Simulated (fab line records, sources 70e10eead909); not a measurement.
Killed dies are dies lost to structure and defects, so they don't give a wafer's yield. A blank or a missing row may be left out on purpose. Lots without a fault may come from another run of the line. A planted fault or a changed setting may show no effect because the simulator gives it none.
A struck lot beside a sound one | flow nand_harc | 44 steps out of a route of 1159
Sound: wafers L934.4, L934.5, L934.6. Struck: wafers L941.1, L941.3, L941.4. The cause comes at the end.
At each step with rows: each side's tool, then ch and its chambers, then its first start. Under that, the readings that differ: sound wafers | struck wafers | difference of the means | sigmas: that difference in standard deviations of wafers without a fault.
alike: readings whose means differ by less than 2 such deviations, and words and numbers that are the same on both sides. not compared: withheld readings, readings that some wafer has no value for, bounds like >300 that may hide the same value, and numbers for which the record gives no deviation and whose values overlap.
The two part at a step that has a row with sigmas, a row that says differs or no value, or rows on one side only. Numbers that don't overlap but have no deviation are shown without sigmas and don't part them. A reading that every wafer of one side lacks parts them only if that side has two wafers or more.

NHARC_P_GATE_ETCH_104: etches the open film in CF4/CHF3, target depth 60 nm.
  sound on rie_diel-03 ch 1,2,3, day 8 01:12; struck on rie_diel-10 ch 0,1,2, day 9 08:07
  alike: bias_w, drypump_motor_current_A, oes_product_au, rf_vpp_V, showerhead_plenum_p_Torr, throttle_valve_pct
NHARC_P_GATE_HM_OPEN_105: chemistry O2/COS, target depth 360 nm.
  sound on rie_diel-03 ch 0,1; struck on rie_diel-10 ch 0,2,3
  alike: bias_w, drypump_motor_current_A, oes_product_au, rf_vpp_V, showerhead_plenum_p_Torr, throttle_valve_pct
  not compared: rf_hours_counter_h
then, 4 steps without rows for these wafers: NHARC_P_GATE_STRIP_106 (strips in O2/COS); NHARC_P_GATE_ETCH_114 (etches the open film in CF4/O2, target depth 30 nm, overetch 3 nm, time 16.5 s); NHARC_P_GATE_ETCH_32 (etches the open film in HBr/Cl2, target depth 150 nm, time 100.1 s); NHARC_P_GATE_STRIP_108 (strips in O2).
NHARC_P_GATE_CD_MEAS_33:
  sound on cd_sem-03, day 8 02:23; struck on cd_sem-03, day 9 08:53
  alike: cd_nm
then, 4 steps without rows for these wafers: NHARC_P_GATE_STRIP_35 (strips in SPM, time 600 s); NHARC_P_GATE_PRECLEAN_73 (cleans in SC1); NHARC_P_GATE_SRD_74; NHARC_P_GATE_ALD_36 (deposits SiNx, target thk 20 nm, pulse time 60 s, ald cycles 223).
NHARC_P_GATE_ETCHBACK_37: etches the open film in CHF3/O2, target depth 34.5 nm, time 17.2 s.
  sound on rie_diel-03 ch 1,2; struck on rie_diel-10 ch 0,1,3
  alike: bias_w, drypump_motor_current_A, oes_product_au, rf_vpp_V, showerhead_plenum_p_Torr, throttle_valve_pct
  not compared: rf_hours_counter_h
NHARC_P_GATE_STRIP_101: strips in O2, time 20 s.
  sound on rie_diel-03 ch 1,2, day 8 16:49; struck on rie_diel-10 ch 1,2,3, day 9 18:57
  alike: drypump_motor_current_A, oes_product_au, rf_vpp_V, showerhead_plenum_p_Torr, throttle_valve_pct
  not compared: rf_hours_counter_h
then, 12 steps without rows for these wafers: NHARC_P_GATE_PRECLEAN_97 (cleans in SPM, time 600 s); NHARC_P_GATE_SRD_98; NHARC_P_GATE_PRECLEAN_99 (cleans in SC1); NHARC_P_GATE_SRD_100; NHARC_P_GATE_DEHYDRATE_38 (time 120 s); NHARC_P_GATE_HMDS_39 (time 30 s); NHARC_P_GATE_COAT_40; NHARC_P_GATE_SOFTBAKE_41 (time 95 s); NHARC_P_GATE_EBR_42; NHARC_P_GATE_EXPOSE_43 (exposes mask P NSD, target cd 720 nm); NHARC_P_GATE_PEB_44 (peb time 85 s); NHARC_P_GATE_DEVELOP_45 (time 70 s).
NHARC_P_GATE_CD_MEAS_46: target cd 720 nm.
  sound on cd_sem-02 ch 0, day 8 17:44; struck on cd_sem-03 ch 0, day 9 19:52
  alike: cd_nm
then, 3 steps without rows for these wafers: NHARC_P_GATE_HARDBAKE_47 (time 80 s); NHARC_P_GATE_DESCUM_48 (chemistry O2, time 3 s); NHARC_P_GATE_IMPLANT_49.
NHARC_P_GATE_STRIP_111: strips in N2/H2, time 250 s.
  sound on plasma_asher-01 ch 0,1, day 8 19:08; struck on plasma_asher-01 ch 0,1, day 9 20:26
  alike: drypump_motor_current_A, heater_power_w
  not compared: rf_hours_counter_h
NHARC_P_GATE_STRIP_75: strips in O2.
  sound on plasma_asher-01 ch 0,1, day 8 19:21; struck on plasma_asher-01 ch 0,1, day 9 20:43
  alike: drypump_motor_current_A, heater_power_w
  not compared: rf_hours_counter_h
then, 9 steps without rows for these wafers: NHARC_P_GATE_STRIP_50 (strips in SPM, time 900 s); NHARC_P_GATE_DEHYDRATE_51 (time 120 s); NHARC_P_GATE_HMDS_52 (time 30 s); NHARC_P_GATE_COAT_53; NHARC_P_GATE_SOFTBAKE_54 (time 95 s); NHARC_P_GATE_EBR_55; NHARC_P_GATE_EXPOSE_56 (exposes mask P PSD, target cd 720 nm); NHARC_P_GATE_PEB_57 (peb time 85 s); NHARC_P_GATE_DEVELOP_58 (time 70 s).
NHARC_P_GATE_CD_MEAS_59: target cd 720 nm.
  sound on cd_sem-02 ch 0, day 8 20:16; struck on cd_sem-02 ch 0, day 9 21:37
  alike: cd_nm
then, 1 step without rows for these wafers: NHARC_P_GATE_HARDBAKE_60 (time 80 s).
NHARC_P_GATE_INSPECT_68:
  sound on defect_inspect-02, day 9 01:05; struck on defect_inspect-01, day 10 02:59
  reading          | sound       | struck         | difference | sigmas
  raw_defect_count | 309 250 231 | 1163 1197 1194 | +921       | +9
then, 1 step without rows for these wafers: NHARC_END_SORT_01.

WHERE THEY PART
Only at NHARC_P_GATE_INSPECT_68, within this record.

WHY: what the simulator had put in
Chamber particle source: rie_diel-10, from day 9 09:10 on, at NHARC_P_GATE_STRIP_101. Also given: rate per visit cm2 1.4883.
